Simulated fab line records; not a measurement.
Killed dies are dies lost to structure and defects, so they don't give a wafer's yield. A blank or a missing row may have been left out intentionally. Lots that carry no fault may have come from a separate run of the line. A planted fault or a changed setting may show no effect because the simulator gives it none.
Which tool was responsible? | flow nand-harc | 42 wafers from 14 lots sampled at 3 of the route's 1302 steps

WHAT THE GAUGES SHOWED, per wafer
No reading from a measuring or inspecting step in the record can be judged against a usual standard deviation.

WHAT TOOL EACH LOT RAN ON (gives the tool, then ch and the chambers of the sampled wafers, and finally the start)
lot  | NHARC_A_M1_PRE_CLEAN_32         | NHARC_A_BONDPAD_DEVELOP_08        | NHARC_A_BONDPAD_ETCH_34
L519 | pecvd-01 ch 0,1,2, day 22 16:05 | litho-track-07 ch 0, day 22 17:00 | rie-diel-08 ch 2,3, day 22 18:12
L520 | pecvd-01 ch 0,1, day 23 04:26   | litho-track-03 ch 0, day 23 06:00 | rie-diel-06 ch 2,3, day 23 06:34
L521 | pecvd-04 ch 0,1,2, day 23 13:36 | litho-track-07 ch 0, day 23 15:00 | rie-diel-06 ch 1,2,3, day 23 15:40
L522 | pecvd-04 ch 1,2, day 23 17:58   | litho-track-02 ch 0, day 23 19:00 | rie-diel-06 ch 0,2,3, day 23 20:06
L523 | pecvd-04 ch 0,2, day 23 19:57   | litho-track-03 ch 0, day 23 21:00 | rie-diel-06 ch 0,3, day 23 21:59
L524 | pecvd-04 ch 0,2, day 24 21:31   | litho-track-02 ch 0, day 24 23:00 | rie-diel-05 ch 1,3, day 24 23:40
L525 | pecvd-04 ch 0,2, day 25 18:02   | litho-track-03 ch 0, day 25 19:00 | rie-diel-06 ch 0,1,2, day 25 20:11
L529 | pecvd-03 ch 0,1, day 27 03:45   | litho-track-07 ch 0, day 27 05:00 | rie-diel-06 ch 1,2,3, day 27 05:55
L528 | pecvd-01 ch 0,2, day 27 10:33   | litho-track-02 ch 0, day 27 12:00 | rie-diel-08 ch 0,1,3, day 27 12:41
L533 | pecvd-04 ch 0,2, day 28 15:23   | litho-track-07 ch 0, day 28 17:00 | rie-diel-08 ch 0,3, day 28 17:32
L535 | pecvd-04 ch 1,2, day 29 13:47   | litho-track-03, day 29 15:00      | rie-diel-08 ch 0,3, day 29 15:57
L536 | pecvd-03 ch 0,1,2, day 29 15:09 | litho-track-07, day 29 16:00      | rie-diel-05 ch 0,2,3, day 29 17:11
L541 | pecvd-04 ch 0,1,2, day 31 18:22 | litho-track-02 ch 0, day 31 20:00 | rie-diel-08 ch 0,2,3, day 31 20:32
L542 | pecvd-01 ch 0,1,2, day 32 06:23 | litho-track-07 ch 0, day 32 07:00 | rie-diel-06 ch 0,1, day 32 08:22
- NHARC_A_M1_PRE_CLEAN_32: time 12 s.
- NHARC_A_BONDPAD_DEVELOP_08: time 50 s.
- NHARC_A_BONDPAD_ETCH_34: etches the open film in N2/H2, target depth 60 nm, overetch 18 nm, time 65.91 s.

AS READ BY THE TOOLS THEMSELVES (means over the sampled wafers that have a number; for cases with no such wafer, the mark the record gives instead)
NHARC_A_M1_PRE_CLEAN_32.
lot  | tool     | heater-power-w (W) | rf-fwd-power-W (W) | susceptor-temp-C (C)
L519 | pecvd-01 | 726                | 292.9              | 370.18
L520 | pecvd-01 | 733                | 291.3              | 369.97
L521 | pecvd-04 | 641                | 291.4              | 370.16
L522 | pecvd-04 | 621                | 291.9              | 370.01
L523 | pecvd-04 | 627                | 293.4              | 369.99
L524 | pecvd-04 | 643                | 292.9              | 369.70
L525 | pecvd-04 | 581                | 293.1              | 369.95
L529 | pecvd-03 | 738                | 291.6              | 369.81
L528 | pecvd-01 | 642                | 292.5              | 369.98
L533 | pecvd-04 | 689                | 293.0              | 369.83
L535 | pecvd-04 | 609                | 292.1              | 369.88
L536 | pecvd-03 | 605                | 292.9              | 370.07
L541 | pecvd-04 | 594                | 292.5              | 369.71
L542 | pecvd-01 | 671                | 293.0              | 369.67

NHARC_A_BONDPAD_DEVELOP_08.
lot  | tool           | chill-plate-temp-C (C) | developer-temp-C (C)
L519 | litho-track-07 | 23.04                  | 21.99
L520 | litho-track-03 | 23.12                  | 22.00
L521 | litho-track-07 | 23.03                  | 22.05
L522 | litho-track-02 | 23.06                  | 22.11
L523 | litho-track-03 | 22.89                  | 21.78
L524 | litho-track-02 | 22.90                  | 22.21
L525 | litho-track-03 | 23.02                  | 22.12
L529 | litho-track-07 | 22.96                  | 22.02
L528 | litho-track-02 | 23.03                  | 21.87
L533 | litho-track-07 | 22.99                  | 21.95
L535 | litho-track-03 | -                      | -
L536 | litho-track-07 | -                      | -
L541 | litho-track-02 | 22.98                  | 22.13
L542 | litho-track-07 | 23.06                  | 22.12

NHARC_A_BONDPAD_ETCH_34.
lot  | tool        | chamber-pressure-mTorr (mTorr) | drypump-motor-current-A (A) | h2-flow-sccm (sccm) | oes-product-au (a.u.) | rf-fwd-power-W (W) | rf-vpp-V (V) | showerhead-plenum-p-Torr (Torr) | throttle-valve-pct (%)
L519 | rie-diel-08 | 30.002                         | 6.1                         | 150.0               | 1.000                 | 395.8              | 429.3        | 2.02                            | 14.170
L520 | rie-diel-06 | 29.985                         | 5.4                         | 150.1               | 1.004                 | 395.8              | 429.2        | 1.98                            | 14.170
L521 | rie-diel-06 | 29.978                         | 5.4                         | 150.1               | 0.991                 | 396.9              | 429.1        | 1.98                            | 14.168
L522 | rie-diel-06 | 29.988                         | 5.6                         | 149.9               | 0.998                 | 395.8              | 429.1        | 2.00                            | 14.173
L523 | rie-diel-06 | 30.037                         | 5.7                         | 150.1               | 0.988                 | 396.8              | 428.4        | 1.96                            | 14.181
L524 | rie-diel-05 | 30.002                         | 6.0                         | 149.4               | 1.004                 | 394.2              | 426.7        | 1.91                            | 14.169
L525 | rie-diel-06 | 29.970                         | 5.6                         | 150.1               | 1.001                 | 397.7              | 429.5        | 1.99                            | 14.166
L529 | rie-diel-06 | 30.014                         | 5.4                         | 150.0               | 0.996                 | 396.6              | 429.2        | 1.98                            | 14.172
L528 | rie-diel-08 | 30.007                         | 5.9                         | 149.7               | 0.990                 | 395.8              | 429.9        | 2.00                            | 14.171
L533 | rie-diel-08 | 30.039                         | 5.9                         | 149.7               | 1.002                 | 394.9              | 428.9        | 1.99                            | 14.169
L535 | rie-diel-08 | 29.990                         | 5.7                         | 150.3               | 1.001                 | 395.2              | 428.0        | 1.95                            | 14.167
L536 | rie-diel-05 | 29.981                         | 5.7                         | 149.9               | 1.007                 | 395.0              | 428.8        | 1.96                            | 14.167
L541 | rie-diel-08 | 29.984                         | 6.0                         | 150.6               | 0.997                 | 394.1              | 428.4        | 2.00                            | 14.165
L542 | rie-diel-06 | 30.004                         | 5.7                         | 150.2               | 0.981                 | 398.2              | 428.4        | 1.96                            | 14.172

THE ANSWER, worked out from the rows above alone
Rule: what is usual is taken from the lots themselves. The widest of any qualifying gaps counts: lots, ordered by their means at a reading, are off when they make up no more than a third of the lots, leave a main group of 4 or more, and stand apart from it by 3 or more times the standard deviation of that group's means. A main group is skipped when, at the precision printed for the reading in the tables above, its means are all equal. Also off: a lot with no number at a reading for which 4 or more lots have one. The other lots that the step has rows for count as sound. The gauges are gone through in route order, then the tools' own readings, and for those a lot's mean is taken as printed above. The first step at which some lot is off is used, and at that step the reading that is off furthest; a lot without a number counts as furthest.
Off, at NHARC_A_BONDPAD_DEVELOP_08 on chill-plate-temp-C: L535, L536. Without a number there: L535, L536. Main group: mean 23.01 C, sd 0.064.
A tool fits if, at that step or a process step before it, it ran every lot that is off, and no sound lot after the first of them. None of those tried fits.

WHAT THE SIMULATOR HAD PUT IN
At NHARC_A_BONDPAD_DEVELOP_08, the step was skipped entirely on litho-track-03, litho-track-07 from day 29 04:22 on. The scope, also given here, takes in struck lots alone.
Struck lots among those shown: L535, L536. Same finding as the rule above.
